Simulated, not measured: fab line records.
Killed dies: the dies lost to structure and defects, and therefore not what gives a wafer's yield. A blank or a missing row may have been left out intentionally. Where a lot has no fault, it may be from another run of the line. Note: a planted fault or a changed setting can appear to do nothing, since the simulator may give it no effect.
A lot that was struck, set against a sound lot | flow n5Finfet | 15 steps out of a route of 1938
Sound: wafers L980.1, L980.3, L980.6. The struck wafers were L993.2, L993.5. Last of all comes the cause.
At each step with rows: each side's tool, then ch and its chambers, then its first start. Under that, the readings that differ: sound wafers | struck wafers | difference of the means | sigmas: that difference in standard deviations of wafers without a fault.
alike: a reading whose means differ by less than 2 such deviations, as well as words and numbers matching on both sides. not compared: withheld readings; readings where some wafer has no value; bounds like >300 that might hide an equal value; numbers whose values overlap and for which the record gives no deviation.
Wherever a step has rows on one side only, a row that says differs or no value, or a row with sigmas, the two part there. Non-overlapping numbers with no deviation appear without sigmas and do not part them. Lack of a reading on every wafer of one side parts them only where that side has two or more wafers.

N5_BEOL_M11_STRIP_77: strips in N2/H2, time 10 s.
  sound: rieDiel-06 ch 1,2,3; struck: rieDiel-06 ch 2,3
  alike: drypumpMotorCurrentA, h2FlowSccm, oesProductAu, rfVppV, showerheadPlenumPTorr, throttleValvePct
  not compared: rfHoursCounterH
N5_BEOL_M11_OCD_MEAS_38:
  sound on ocd-01 at day 11 08:27; struck on ocd-01 at day 14 16:39
  alike: trenchDepthNm
then, 4 steps without rows for these wafers: N5_BEOL_M11_HM_STRIP_39 (strips TiN in peroxide tin strip, target depth 25 nm, time 158 s); N5_BEOL_M11_SRD_40 (time 30 s); N5_BEOL_M11_PRECLEAN_42 (cleans in residue remover, time 60 s); N5_BEOL_M11_SRD_43 (time 30 s).
N5_BEOL_M11_CD_MEAS_35: target cd 70 nm.
  sound on cdSem-03 at day 11 08:36; struck on cdSem-01 at day 14 16:48
reading   | sound          | struck    | difference | sigmas
cdNm (nm) | 68.9 69.7 69.1 | 71.0 70.0 | +1.3       | +2
N5_BEOL_M11_CURE_72: cures SiCOH lowk, time 120 s.
  sound on uvCure-03 ch 1, day 11 08:38; struck on uvCure-01 ch 1, day 14 16:57
  alike: lampPowerPct, wafer_temp_C_max
N5_BEOL_M11_DEGAS_44: time 60 s.
  sound on pvdSputter-01 at day 11 08:59; struck on pvdSputter-01 at day 14 18:20
  alike: heaterPowerW
N5_BEOL_M11_PRE_CLEAN_45: time 30 s.
  sound on pvdSputter-01 at day 11 09:01; struck on pvdSputter-01 at day 14 18:22
  alike: heaterPowerW
then, 1 step without rows for these wafers: N5_BEOL_M11_ALD_74 (deposits TaN, target thk 2 nm, pulse time 2 s, purge time 3 s).
N5_BEOL_M11_SURFACE_TREAT_76:
  sound on pvdSputter-03 at day 11 09:29; struck on pvdSputter-03 at day 14 18:56
  not compared: throttleValvePct
N5_BEOL_M11_CVD_75: deposits Co from CCTBA/H2, target thk 2 nm, time 138.9 s.
  sound on cvdCo-01 ch 0,1,2, day 11 09:52; struck on cvdCo-01 ch 0,2, day 14 19:00
reading        | sound             | struck      | difference | sigmas
runLengthS (s) | 161.3 161.0 161.4 | 203.5 203.4 | +42.2      | +56
then, 2 steps without rows for these wafers: N5_BEOL_M11_SPUTTER_48 (material Cu, target thk 12 nm, time 2 s); N5_PASSIVATION_PROBE_49.

## WHERE THEY PART
Earliest at N5_BEOL_M11_CD_MEAS_35; latest, in this record, at N5_BEOL_M11_CVD_75.

WHY: what the simulator had put in
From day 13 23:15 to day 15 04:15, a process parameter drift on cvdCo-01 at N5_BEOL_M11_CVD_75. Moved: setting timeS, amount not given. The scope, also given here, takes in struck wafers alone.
